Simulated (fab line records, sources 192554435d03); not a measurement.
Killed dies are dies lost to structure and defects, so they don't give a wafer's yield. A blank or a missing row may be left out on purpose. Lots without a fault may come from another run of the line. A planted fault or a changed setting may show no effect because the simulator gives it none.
Which tool did it? | flow n5_finfet | 10 lots, 30 wafers sampled, at 5 steps of a route of 1938

WHAT THE GAUGES READ, wafer by wafer
N5_MOL_CONTACT_COAG_INSPECT_57: inspects for defects (brightfield). Usual: raw_defect_count 205, standard deviation 47.
lot  | measured     | on                | raw_defect_count | flag
L336 | day 4 23:43  | defect_inspect-01 | 249 182 230      |
L338 | day 5 15:29  | defect_inspect-02 | 281 214 231      |
L340 | day 6 00:53  | defect_inspect-01 | 231 155 331      |
L342 | day 6 16:34  | defect_inspect-02 | 170 252 237      |
L347 | day 7 23:59  | defect_inspect-01 | 130 192 174      |
L350 | day 8 20:32  | defect_inspect-01 | 233 155 191      |
L351 | day 9 00:25  | defect_inspect-01 | 279 365 272      |
L356 | day 10 04:08 | defect_inspect-02 | 183 150 184      |
L358 | day 10 14:02 | defect_inspect-01 | 215 190 207      |
L359 | day 10 22:44 | defect_inspect-02 | 115 186 167      |

N5_BEOL_M4_RC_MEAS_101. Usual: DIBL_N 36.3 mV/V, standard deviation 1.7; DIBL_P 36.5 mV/V, standard deviation 1.8; IOFF_N 0.16 nA/um, standard deviation 0.033; IOFF_P 0.21 nA/um, standard deviation 0.037; ION_N 675 uA/um, standard deviation 11; ION_P 462 uA/um, standard deviation 7.9; SS_N 71.6 mV/dec, standard deviation 0.64; SS_P 73.3 mV/dec, standard deviation 0.68; VT_N 249 mV, standard deviation 3.3; VT_P -250 mV, standard deviation 3.3.
lot  | measured     | on        | DIBL_N (mV/V)  | DIBL_P (mV/V)  | IOFF_N (nA/um) | IOFF_P (nA/um) | ION_N (uA/um) | ION_P (uA/um) | SS_N (mV/dec)  | SS_P (mV/dec)  | VT_N (mV)   | VT_P (mV)      | flag
L336 | day 7 15:28  | prober-01 | 35.4 35.3 34.9 | 36.0 36.6 36.1 | 0.14 0.15 0.15 | 0.19 0.20 0.19 | 666 684 678   | 457 469 466   | 71.4 71.6 71.6 | 73.2 73.9 73.7 | 253 249 253 | -255 -252 -252 |
L338 | day 8 07:23  | prober-01 | 37.0 35.9 36.4 | 37.9 36.4 36.4 | 0.16 0.14 0.14 | 0.23 0.22 0.21 | 674 669 675   | 464 461 471   | 71.5 71.1 71.3 | 73.7 73.5 73.1 | 249 251 251 | -251 -250 -250 |
L340 | day 8 14:43  | prober-01 | 36.4 38.2 37.6 | 35.8 38.6 37.2 | 0.15 0.19 0.16 | 0.22 0.26 0.24 | 672 682 671   | 463 470 466   | 72.0 71.9 72.3 | 72.9 74.6 74.0 | 249 245 250 | -248 -246 -245 |
L342 | day 9 10:17  | prober-01 | 37.3 36.6 37.0 | 38.4 36.7 37.8 | 0.18 0.17 0.17 | 0.24 0.22 0.24 | 680 688 676   | 466 459 465   | 72.3 71.7 72.3 | 72.8 72.8 73.0 | 247 250 249 | -251 -253 -248 |
L347 | day 10 09:15 | prober-01 | 35.8 35.6 34.2 | 36.3 34.7 33.9 | 0.16 0.15 0.13 | 0.20 0.17 0.17 | 684 666 657   | 464 450 448   | 71.3 71.1 71.1 | 72.9 72.7 72.1 | 249 249 251 | -251 -253 -253 |
L350 | day 11 13:41 | prober-01 | 35.8 39.6 36.3 | 36.1 39.5 36.7 | 0.17 0.23 0.17 | 0.27 0.32 0.27 | 673 683 690   | 471 470 478   | 71.4 71.9 71.5 | 73.0 73.3 72.8 | 247 245 247 | -244 -241 -243 |
L351 | day 11 16:40 | prober-02 | 37.0 38.1 39.1 | 36.3 37.1 38.9 | 0.17 0.19 0.21 | 0.24 0.24 0.27 | 677 675 686   | 463 462 465   | 71.6 72.2 72.7 | 73.4 73.7 73.8 | 249 248 248 | -248 -246 -248 |
L356 | day 13 00:05 | prober-02 | 33.4 35.3 34.3 | 33.1 34.8 33.9 | 0.13 0.16 0.14 | 0.17 0.19 0.18 | 682 677 672   | 465 462 459   | 71.4 71.3 71.9 | 72.7 73.6 73.2 | 251 247 250 | -254 -251 -252 |
L358 | day 13 10:11 | prober-02 | 36.2 37.3 37.5 | 35.1 36.3 37.0 | 0.14 0.16 0.16 | 0.17 0.18 0.20 | 662 677 673   | 447 458 458   | 71.2 72.1 71.5 | 73.8 73.9 74.2 | 253 249 247 | -251 -254 -253 |
L359 | day 13 10:06 | prober-01 | 33.2 36.3 36.8 | 33.6 37.7 38.6 | 0.12 0.18 0.19 | 0.16 0.21 0.22 | 669 678 677   | 452 461 458   | 71.2 71.9 72.1 | 72.4 74.4 74.3 | 252 248 246 | -256 -250 -253 |

WHICH TOOL RAN EACH LOT (tool, then ch and the chambers of the sampled wafers, then the start)
lot  | N5_MOL_CONTACT_COAG_CO_FILL_22  | N5_MOL_CONTACT_COAG_CMP_28    | N5_MOL_CONTACT_COAG_ALD_123
L336 | cvd_co-02 ch 1,2, day 4 16:07   | cmp-03 ch 1,2,3, day 4 22:23  | ald_sin-01 ch 0,1, day 4 22:39
L338 | cvd_co-02 ch 0,2, day 5 06:38   | cmp-02 ch 0,3, day 5 12:13    | ald_sin-03 ch 0,1,2, day 5 14:32
L340 | cvd_co-01 ch 1,2, day 5 18:52   | cmp-03 ch 1,2,3, day 5 23:21  | ald_sin-03 ch 0,1,3, day 5 23:55
L342 | cvd_co-01 ch 0,1, day 6 07:22   | cmp-02 ch 0,1,2, day 6 15:18  | ald_sin-03 ch 0,1,2, day 6 15:38
L347 | cvd_co-01 ch 0,1,2, day 7 16:59 | cmp-03 ch 0,2,3, day 7 22:35  | ald_sin-03 ch 1,2, day 7 22:55
L350 | cvd_co-01 ch 0,1,2, day 8 08:58 | cmp-02 ch 0,1,2, day 8 14:44  | ald_sin-03 ch 0,1,3, day 8 19:29
L351 | cvd_co-02 ch 0,1, day 8 11:13   | cmp-02 ch 0,1, day 8 19:31    | ald_sin-03 ch 2,3, day 8 23:29
L356 | cvd_co-01 ch 0,1,2, day 9 20:39 | cmp-03 ch 0,2,3, day 10 02:44 | ald_sin-04 ch 0,2,3, day 10 03:04
L358 | cvd_co-02 ch 0,1, day 10 08:16  | cmp-03 ch 0,3, day 10 12:38   | ald_sin-01 ch 0,1, day 10 12:58
L359 | cvd_co-02 ch 0,2, day 10 16:29  | cmp-03 ch 2,3, day 10 21:21   | ald_sin-04 ch 0,2, day 10 21:41
- N5_MOL_CONTACT_COAG_CO_FILL_22: material Co, precursor CCTBA/H2, target thk 20 nm.
- N5_MOL_CONTACT_COAG_CMP_28: polishes, stops on SiNx, t overpolish 0.85 s, target thk 14.522 nm.
- N5_MOL_CONTACT_COAG_ALD_123: deposits SiNx, target thk 5 nm, pulse time 1 s, purge time 2 s.

WHAT THE TOOLS THEMSELVES READ (means of the sampled wafers that have a number; where no wafer has one, the mark that the record gives instead)
N5_MOL_CONTACT_COAG_CO_FILL_22. Usual: heater_power_w 226 W, standard deviation 15.
lot  | tool      | heater_power_w (W) | flag
L336 | cvd_co-02 | 206                |
L338 | cvd_co-02 | 229                |
L340 | cvd_co-01 | 233                |
L342 | cvd_co-01 | 240                |
L347 | cvd_co-01 | 233                |
L350 | cvd_co-01 | 237                |
L351 | cvd_co-02 | 231                |
L356 | cvd_co-01 | 233                |
L358 | cvd_co-02 | 226                |
L359 | cvd_co-02 | 231                |

N5_MOL_CONTACT_COAG_CMP_28. Usual: motor_current_A 12.6 A, standard deviation 1; time_to_endpoint_s 5.0 s, standard deviation 2.8.
lot  | tool   | motor_current_A (A) | time_to_endpoint_s (s) | flag
L336 | cmp-03 | 12.4                | 1.4                    |
L338 | cmp-02 | 12.9                | 8.2                    |
L340 | cmp-03 | 12.5                | 2.3                    |
L342 | cmp-02 | 12.1                | 6.6                    |
L347 | cmp-03 | 12.8                | 1.8                    |
L350 | cmp-02 | 12.2                | 8.2                    |
L351 | cmp-02 | 12.5                | 4.7                    |
L356 | cmp-03 | 12.4                | 3.8                    |
L358 | cmp-03 | 12.4                | 6.2                    |
L359 | cmp-03 | 12.4                | 1.2                    |

N5_MOL_CONTACT_COAG_ALD_123. Usual: heater_power_w 868 W, standard deviation 86; precursor_pulse_height_rel 1.000, standard deviation 0.021; susceptor_temp_C 399.99 C, standard deviation 0.24.
lot  | tool       | heater_power_w (W) | precursor_pulse_height_rel | susceptor_temp_C (C) | flag
L336 | ald_sin-01 | 844                | 1.003                      | 400.06               |
L338 | ald_sin-03 | 872                | 1.004                      | 399.95               |
L340 | ald_sin-03 | 841                | 0.981                      | 400.00               |
L342 | ald_sin-03 | 866                | 1.006                      | 400.16               |
L347 | ald_sin-03 | 867                | 1.005                      | 400.01               |
L350 | ald_sin-03 | 811                | 1.005                      | 393.33               | OFF
L351 | ald_sin-03 | 834                | 1.019                      | 393.20               | OFF
L356 | ald_sin-04 | 915                | 0.984                      | 400.09               |
L358 | ald_sin-01 | 805                | 1.005                      | 400.19               |
L359 | ald_sin-04 | 876                | 1.006                      | 399.95               |

THE ANSWER, worked out from the rows above alone
Rule: a lot is off if the mean of its wafers that have a number lies more than 3 standard deviations from the usual mean. A lot without any number at a reading at which 4 lots or more have one is off too. The other lots that the step has rows for count as sound. The gauges are gone through in route order, then the tools' own readings, and for those a lot's mean is taken as printed above. The first step at which some lot is off is used, and at that step the reading that is off furthest; a lot without a number counts as furthest.
Off: L350, L351, at N5_MOL_CONTACT_COAG_ALD_123 (susceptor_temp_C).
A tool fits if, at that step or a process step before it, it ran every lot that is off, and no sound lot after the first of them. Can't be told from this: 2 tools fit, cmp-02 at N5_MOL_CONTACT_COAG_CMP_28, ald_sin-03 at N5_MOL_CONTACT_COAG_ALD_123.

WHAT THE SIMULATOR HAD PUT IN
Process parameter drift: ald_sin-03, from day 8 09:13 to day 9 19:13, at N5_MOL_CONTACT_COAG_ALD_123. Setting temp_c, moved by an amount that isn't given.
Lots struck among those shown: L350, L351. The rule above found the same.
